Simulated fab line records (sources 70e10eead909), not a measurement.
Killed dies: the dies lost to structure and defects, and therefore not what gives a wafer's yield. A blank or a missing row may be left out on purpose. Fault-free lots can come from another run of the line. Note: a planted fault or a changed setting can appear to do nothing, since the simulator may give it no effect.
Matching of chambers -- flow nand_harc -- NHARC_THIN_TSV_CMP_01 on cmp-03: 4 sister chambers
The step polishes. 8 wafers are shown with their chamber, then 8 later ones without.

## WAFERS, EACH WITH ITS CHAMBER
wafer,chamber,motor_current_A (A)
L835.2,3,11.2
L835.3,2,13.4
L836.1,0,12.7
L836.5,3,11.8
L838.2,1,14.4
L838.3,0,12.2
L838.6,1,14.0
L837.1,2,12.0

## WAFERS WITH NO CHAMBER GIVEN
wafer,motor_current_A (A)
L837.3,11.9
L837.6,12.8
L849.1,13.3
L849.4,12.1
L849.6,13.4
L851.1,12.9
L851.2,13.1
L851.5,11.6

## CHAMBER TAKEN BY EACH
wafer,from the rows above,in truth
L837.3,can't be placed: 3 or 0 or 2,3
L837.6,can't be placed: 2 or 0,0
L849.1,can't be placed: 2 or 0 or 1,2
L849.4,can't be placed: 0 or 2 or 3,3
L849.6,can't be placed: 2 or 1 or 0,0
L851.1,can't be placed: 2 or 0 or 1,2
L851.2,can't be placed: 2 or 0 or 1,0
L851.5,can't be placed: 3 or 0 or 2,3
Correctly placed: 0 of 8. Can't be placed from these rows: 8 (the true chamber is among the candidates in 8). Wrongly placed: 0.
How it was worked out, from the rows above alone: a wafer's distance from a chamber is the root of the sum, over the readings, of the square of ((its reading less the chamber's mean) divided by the reading's scatter). If the next closest chamber is less than 2 further off than the closest, the wafer can't be placed; otherwise it belongs to the closest. A chamber's mean is the mean of its shown wafers. The scatter is the square root of a quotient: the sum, over the shown wafers, of each reading's squared deviation from its chamber's mean, divided by wafers minus chambers.
